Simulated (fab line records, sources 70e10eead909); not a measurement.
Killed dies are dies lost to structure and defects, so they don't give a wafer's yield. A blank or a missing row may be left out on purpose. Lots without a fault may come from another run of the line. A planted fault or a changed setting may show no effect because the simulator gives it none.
fab line records | flow nand_harc
record lots=6 wafers=18 last_day=23
route steps=1159 shown P_CONTACT@217
lots that met no fault: from a run of the same line without faults
start_h: hours from the record's first day to the start of the lot's first wafer shown | wait_h: hours since the lot's step before | " the same as in the row above | L1.1+2: a row that stands for several wafers | - no value, or no start given | * or withheld: withheld | < > ~ a bound
route shown NAME@n: a module of which the file shows steps, and the number in the route of the first | usual: mean/standard deviation of fault-free wafers | same: alike in all rows | chamber/n: place in a boat | sites: the reading at each site | _std_site: their standard deviation | _edge_site: outer sites' mean less inner sites' | radius_mm: how far each site lies from the wafer's centre | mask NAME#n: copy n | behind: the tool/chamber that last shaped the wafer | hold: why the lot was held/for how many hours/how that ended | device: the transistor (n, p or np) that didn't switch | end of line: the same wafers' tests at the end of the route | a step without rows: its recipe alone | killed: dies lost to structure and defects at the first sort, not the wafer's yield | map: a wafer's dies, x killed, . not, _ none there
set.NAME: the setting as run; set.NAME@STEP: as run at that earlier step | model.NAME: the simulator's own value behind a step, which no gauge read
lots at some steps of the route; a table a step, a row a wafer
services: from which hour (start_h, from the record's first day; less than 0 if before it) a tool's chamber was out of use, for how many hours, and why
## steps
# step NHARC_P_CONTACT_DEP_30
# recipe target_thk_a=300 temp_c=400 target_thk_nm=30 flow_sccm=200 rf_w=450 material=SiNx
# usual heater_power_w=701/120
# columns lot.wafer tool chamber start_h wait_h heater_power_w
L148.1 pecvd-01 1 112.47 0.1 754
L148.6 " 1 " " 745
L148.5 " 2 " " 762
L154.2 pecvd-04 0 143.41 0.1 624
L154.6 " 0 " " 641
L154.5 " 1 " " 680
L153.1 pecvd-02 0 144.48 0.1 542
L153.3 " 2 " " 963
L153.4 " 2 " " 933
L157.1 pecvd-02 0 171.21 0.1 631
L157.3 " 1 " " 754
L157.2 " 2 " " 841
L165.1 pecvd-01 0 214.73 0.1 544
L165.5 " 2 " " 641
L165.4 " 1 " " 731
L164.3 pecvd-04 1 215.52 0.1 738
L164.2 " 2 " " 616
L164.5 " 0 " " 714
# step NHARC_P_CONTACT_DEP_00
# recipe target_thk_a=5000 temp_c=400 pressure_torr=6.5 rf_w=900 teos_flow_sccm=161.4 flow_sccm=2650 target_thk_nm=500 gas=O2 material=SiO2
# usual heater_power_w=555/130 throttle_valve_pct=15.9/0.47
# columns lot.wafer tool chamber start_h wait_h heater_power_w throttle_valve_pct
L148.1 pecvd-01 1 - - 577 15.2
L148.6 " 1 " " 599 15.4
L148.5 " 2 " " 598 15.8
L154.2 pecvd-04 0 - - 446 16.0
L154.6 " 0 " " 498 16.1
L154.5 " 1 " " 605 16.1
L153.1 pecvd-02 0 - - 435 16.0
L153.3 " 2 " " 729 16.5
L153.4 " 2 " " 807 16.3
L157.1 pecvd-02 0 - - 337 15.0
L157.3 " 1 " " 562 15.8
L157.2 " 2 " " 681 15.9
L165.1 pecvd-01 0 - - 452 16.9
L165.5 " 2 " " 606 15.9
L165.4 " 1 " " 600 15.6
L164.3 pecvd-04 1 - - 576 15.7
L164.2 " 2 " " 399 15.1
L164.5 " 0 " " 471 16.0
# step NHARC_P_CONTACT_CMP_01
# recipe target_thk_nm=200 material=SiO2
# usual motor_current_A=12.1/1.3
# columns lot.wafer tool chamber start_h wait_h motor_current_A
L148.1 cmp-03 3 113.20 - 13.4
L148.6 " 2 " " 12.7
L148.5 " 3 " " 13.7
L154.2 cmp-03 1 144.15 - 12.9
L154.6 " 0 " " 11.8
L154.5 " 1 " " 13.2
L153.1 cmp-03 3 145.22 - 13.3
L153.3 " 0 " " 12.2
L153.4 " 1 " " 13.6
L157.1 cmp-03 2 171.94 - 12.8
L157.2 " 3 " " 13.4
L157.3 " 0 " " 12.2
L165.1 cmp-01 0 215.47 - 13.0
L165.4 " 1 " " 11.3
L165.5 " 3 " " 11.8
L164.2 cmp-01 2 216.24 - 13.9
L164.3 " 1 " " 11.7
L164.5 " 3 " " 11.9
# step NHARC_P_CONTACT_SRD_03
# step NHARC_P_CONTACT_DEHYDRATE_04
# recipe temp_c=150 time_s=120
# step NHARC_P_CONTACT_HMDS_05
# recipe time_s=30
# step NHARC_P_CONTACT_COAT_33
# recipe temp_c=260 time_s=75
# step NHARC_P_CONTACT_COAT_34
# recipe temp_c=225 time_s=65
# step NHARC_P_CONTACT_COAT_06
# recipe spin_rpm=1500 resist_thk_nm=90
# step NHARC_P_CONTACT_SOFTBAKE_07
# recipe temp_c=105 time_s=55
# step NHARC_P_CONTACT_EBR_08
# step NHARC_P_CONTACT_EXPOSE_09
# recipe na=1.35 target_cd_nm=90 dose_mj=81.26 mask_id=P_CA
# usual exposure_dose_mJ_cm2=81.19/0.084 focus_offset_nm=0.1/0.51 na=1.35/0
# columns lot.wafer tool chamber start_h wait_h mask exposure_dose_mJ_cm2 focus_offset_nm na
L148.1 arfi_scanner-03 0 113.87 - P_CA#0 81.19 0.6 1.35
L148.5 " 0 " " P_CA#0 81.21 1.0 1.35
L148.6 " 0 " " P_CA#0 81.14 0.5 1.35
L154.2 arfi_scanner-03 - 144.82 - P_CA#0 - - -
L154.5 " - " " P_CA#0 - - -
L154.6 " - " " P_CA#0 - - -
L153.1 arfi_scanner-02 - 145.89 - P_CA#0 - - -
L153.3 " - " " P_CA#0 - - -
L153.4 " - " " P_CA#0 - - -
L157.1 arfi_scanner-03 0 172.60 - P_CA#0 81.21 0.5 1.35
L157.2 " 0 " " P_CA#0 81.17 0.5 1.35
L157.3 " 0 " " P_CA#0 81.24 0.0 1.35
L165.1 arfi_scanner-02 0 216.11 - P_CA#0 81.22 -0.9 1.35
L165.4 " 0 " " P_CA#0 81.22 0.0 1.35
L165.5 " 0 " " P_CA#0 81.22 0.1 1.35
L164.2 arfi_scanner-01 0 216.93 - P_CA#0 81.14 0.9 1.35
L164.3 " 0 " " P_CA#0 81.18 0.9 1.35
L164.5 " 0 " " P_CA#0 81.24 0.2 1.35
# step NHARC_P_CONTACT_PEB_10
# recipe peb_temp_c=100 peb_time_s=65
## services
# columns tool chamber start_h hours kind
cmp-01 - 94.78 13.5 repair
arfi_scanner-02 - 130.00 0.8 repair
cmp-03 - 136.97 4.2 repair
arfi_scanner-03 - 140.00 4.0 pm
pecvd-02 - 153.13 13.0 pm
pecvd-02 0 153.13 13.0 vent_cycle
pecvd-02 1 153.13 13.0 vent_cycle
pecvd-02 2 153.13 13.0 vent_cycle
cmp-03 - 160.36 4.0 pm
cmp-03 - 164.36 - consumable_replace:conditioner
cmp-03 - 164.36 - consumable_replace:pad
pecvd-02 0 166.13 - clean
pecvd-02 1 166.13 - clean
pecvd-02 2 166.13 - clean
cmp-01 - 179.69 4.0 pm
cmp-03 - 186.84 3.4 repair
arfi_scanner-03 - 193.35 0.6 repair
pecvd-04 - 195.48 13.0 pm
pecvd-04 0 195.48 13.0 vent_cycle
pecvd-04 1 195.48 13.0 vent_cycle
pecvd-04 2 195.48 13.0 vent_cycle
arfi_scanner-01 - 196.00 4.0 pm
pecvd-04 0 208.48 - clean
pecvd-04 1 208.48 - clean
## key
first_sign step=NHARC_P_CONTACT_EXPOSE_09 reading=tool_record direction=missing
effect none on later readings
met_at NHARC_P_CONTACT_EXPOSE_09
struck_wafers L153.1,L153.3,L153.4,L154.2,L154.5,L154.6
later_rows_left_out L153.1,L153.3,L153.4,L154.2,L154.5,L154.6
sort_left_out L153.1,L153.3,L153.4,L154.2,L154.5,L154.6
tester_left_out L153,L154
onset_between 113.87 144.82
fault kind=skipped_step_whole tool=arfi_scanner-02,arfi_scanner-03 chamber=- onset_h=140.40 steps=NHARC_P_CONTACT_EXPOSE_09 scope=struck_lots_only
# tester_left_out: of these lots the tester's yield and bins aren't shown, on N5 and GAA mostly nor the transistor test; their killed dies are dies lost to structure and defects alone, not to doping, threshold or leakage, so they don't give the yield
# sort_left_out: the simulated sort isn't trusted on such a fault, so these wafers' sort isn't shown, and their yield isn't known
# later_rows_left_out: the simulator's readings of these wafers behind a module that went badly wrong aren't trusted and aren't shown, but for the sort
